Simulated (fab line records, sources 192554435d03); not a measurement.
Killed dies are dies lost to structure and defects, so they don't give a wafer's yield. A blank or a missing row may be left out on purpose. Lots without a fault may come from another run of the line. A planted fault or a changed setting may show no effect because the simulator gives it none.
One fault seen from 2 desks | flow n5_finfet | each desk has only its own numbers; what lay behind them comes last

THE METROLOGY DESK
What the gauges read, lot by lot, whatever tool the lot ran on: means of the sampled wafers that have a number. A lot is out of limits, marked OUT, if its mean lies more than 4 standard deviations from the usual mean; the brackets give that distance. Of its 10 readings 7 are shown: those that lie furthest out on some lot.
Columns: A = DIBL_N at N5_BEOL_M4_RC_MEAS_101, usual 37.1 mV/V; B = DIBL_P at N5_BEOL_M4_RC_MEAS_101, usual 38 mV/V; C = IOFF_N at N5_BEOL_M4_RC_MEAS_101, usual 0.18 nA/um; D = IOFF_P at N5_BEOL_M4_RC_MEAS_101, usual 0.25 nA/um; E = ION_N at N5_BEOL_M4_RC_MEAS_101, usual 678 uA/um; F = VT_N at N5_BEOL_M4_RC_MEAS_101, usual 249 mV; G = VT_P at N5_BEOL_M4_RC_MEAS_101, usual -248 mV
lot  | first seen here | A    | B  | C    | D    | E   | F   | G
L491 | day 11 17:44    | 36.8 | 38 | 0.18 | 0.27 | 691 | 244 | -244
L493 | day 12 09:07    | 34.5 | 34 | 0.13 | 0.21 | 665 | 253 | -248
L497 | day 12 19:27    | 38.8 | 40 | 0.19 | 0.26 | 687 | 249 | -247
L496 | day 12 21:09    | 40.7 | 40 | 0.25 | 0.32 | 691 | 244 | -244
L499 | day 13 06:21    | 36.2 | 37 | 0.16 | 0.21 | 678 | 250 | -249
L500 | day 13 12:31    | 36.4 | 38 | 0.18 | 0.25 | 680 | 248 | -248
L498 | day 14 00:48    | 35.2 | 37 | 0.14 | 0.23 | 659 | 251 | -250
L510 | day 16 07:49    | 37.3 | 40 | 0.20 | 0.27 | 693 | 246 | -246
L509 | day 17 18:43    | 39.9 | 40 | 0.23 | 0.29 | 688 | 247 | -246
This desk's finding: nothing out of limits on any of the 9 lots.

THE TOOL OWNER'S DESK: litho_track-04
The tool's own readings at N5_MOL_CONTACT_COAG_COAT_58 (time 60 s, resist thk 10 nm): means of the sampled wafers that have a number, for each lot that ran on this tool. A lot is out of limits, marked OUT, if its mean lies more than 4 standard deviations from the usual mean; the brackets give that distance.
Columns: A = exhaust_pa at N5_MOL_CONTACT_COAG_COAT_58, usual 44.9 Pa; B = plate_temp_C at N5_MOL_CONTACT_COAG_COAT_58, usual 204.97 C; C = spin_speed_rpm at N5_MOL_CONTACT_COAG_COAT_58, usual 1500.0 rpm
lot  | first seen here | A    | B      | C
L493 | day 6 03:07     | 44.1 | 204.94 | 1499.6
L496 | day 6 19:51     | 45.0 | 205.06 | 1499.8
L497 | day 6 22:14     | 45.6 | 204.79 | 1448.9 (-53) OUT
L498 | day 7 05:11     | 45.7 | 205.01 | 1449.1 (-53) OUT
L499 | day 7 07:47     | 45.6 | 205.06 | 1450.0 (-52) OUT
L509 | day 9 21:56     | 44.7 | 204.82 | 1500.9
L510 | day 10 02:54    | 44.3 | 204.90 | 1500.4
This desk's finding: out of limits on L497, L498, L499; first on L497, day 6 22:14 (spin_speed_rpm at N5_MOL_CONTACT_COAG_COAT_58). In limits: L493, L496, L509, L510.

PUT TOGETHER
The tool owner's desk could have raised an alarm at day 6 22:14, on L497, L498, L499.
The metrology desk saw nothing out of limits.
The metrology desk has L497, L498, L499 on record, within its limits.
Of the lots named, all ran N5_MOL_CONTACT_COAG_COAT_58 on litho_track-04.

WHAT THE SIMULATOR HAD PUT IN
Process parameter drift: litho_track-04, from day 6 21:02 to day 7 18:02, at N5_MOL_CONTACT_COAG_COAT_58. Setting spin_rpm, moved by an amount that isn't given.
Lots struck among those shown: L497, L498, L499.
Hours from the fault's start to each desk's first reading out of limits: the tool owner's desk, 1.
